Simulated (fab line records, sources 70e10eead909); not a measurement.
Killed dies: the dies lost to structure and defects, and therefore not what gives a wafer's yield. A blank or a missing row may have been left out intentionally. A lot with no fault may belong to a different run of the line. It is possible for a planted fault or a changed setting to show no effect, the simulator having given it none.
2 desks looking at one fault | flow nand harc | numbers are kept per desk, each desk with only its own; the story behind them comes last

## FROM THE METROLOGY DESK
Means of the sampled wafers that have a number, per lot and without regard to the tool the lot ran on: this is what the gauges read. A lot is out of limits, marked OUT, if its mean lies more than 4 standard deviations from the usual mean; the brackets give that distance.
Columns: A = thk nm at NHARC_A_ONON_D1_THK_MEAS_27, usual 1002 nm; B = cd nm at NHARC_A_CHANNEL_HOLE_D1_CD_MEAS_10, usual 100.1 nm
lot  | first seen here | A              | B
L641 | day 8 06:17     | 1007           | 100.4
L640 | day 8 06:19     | 1017           | 99.3
L644 | day 9 08:23     | 1000           | 100.2
L645 | day 9 08:23     | 995            | 99.3
L646 | day 9 19:08     | 1000           | 100.1
L647 | day 10 06:25    | 982            | 100.1
L653 | day 11 10:55    | 1008           | 100.4
L655 | day 12 02:35    | 998            | 100.9
L652 | day 12 02:39    | 1197 (+21) OUT | 100.2
L656 | day 12 07:06    | 1204 (+22) OUT | 99.7
L657 | day 12 18:14    | 1200 (+21) OUT | 101.0
L660 | day 12 18:16    | 1000           | 100.5
L662 | day 14 01:03    | 1006           | 99.9
This desk's finding: out of limits on L652, L656, L657; first on L652, day 12 02:39 (thk nm at NHARC_A_ONON_D1_THK_MEAS_27). Within limits: L641, L640, L644, L645, L646, L647, L653, L655, L660, L662.

## AT THE TOOL OWNER'S DESK: pecvd onon-04
The tool's own readings at NHARC_A_ONON_D1_DEP_25 (target thk 1000 nm): means of the sampled wafers that have a number, for each lot that ran on this tool. A lot is out of limits, marked OUT, if its mean lies more than 4 standard deviations from the usual mean; the brackets give that distance.
Columns: A = nh3 flow sccm at NHARC_A_ONON_D1_DEP_25, usual 500.2 sccm
lot  | first seen here | A
L640 | day 8 05:58     | 498.7
L645 | day 9 07:59     | 500.0
L647 | day 10 05:54    | 498.8
L652 | day 12 02:07    | 500.5
L656 | day 12 06:42    | 502.1
L657 | day 12 17:43    | 500.9
This desk found nothing out of limits on any of the 6 lots.

## BROUGHT TOGETHER
Metrology desk: alarm possible at day 12 02:39 on L652, L656, L657.
Nothing out of limits was seen by the tool owner's desk.
Tool owner's desk: L652, L656, L657 on record, inside its limits.
The lots listed all ran NHARC_A_ONON_D1_DEP_25 on pecvd onon-04.

## WHAT THE SIMULATOR HAD INSERTED
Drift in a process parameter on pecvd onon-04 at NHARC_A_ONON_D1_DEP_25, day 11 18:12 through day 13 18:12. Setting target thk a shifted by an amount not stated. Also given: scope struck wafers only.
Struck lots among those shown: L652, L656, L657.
Time in hours between the start of the fault and the first out-of-limits reading at each desk: metrology desk, 8.
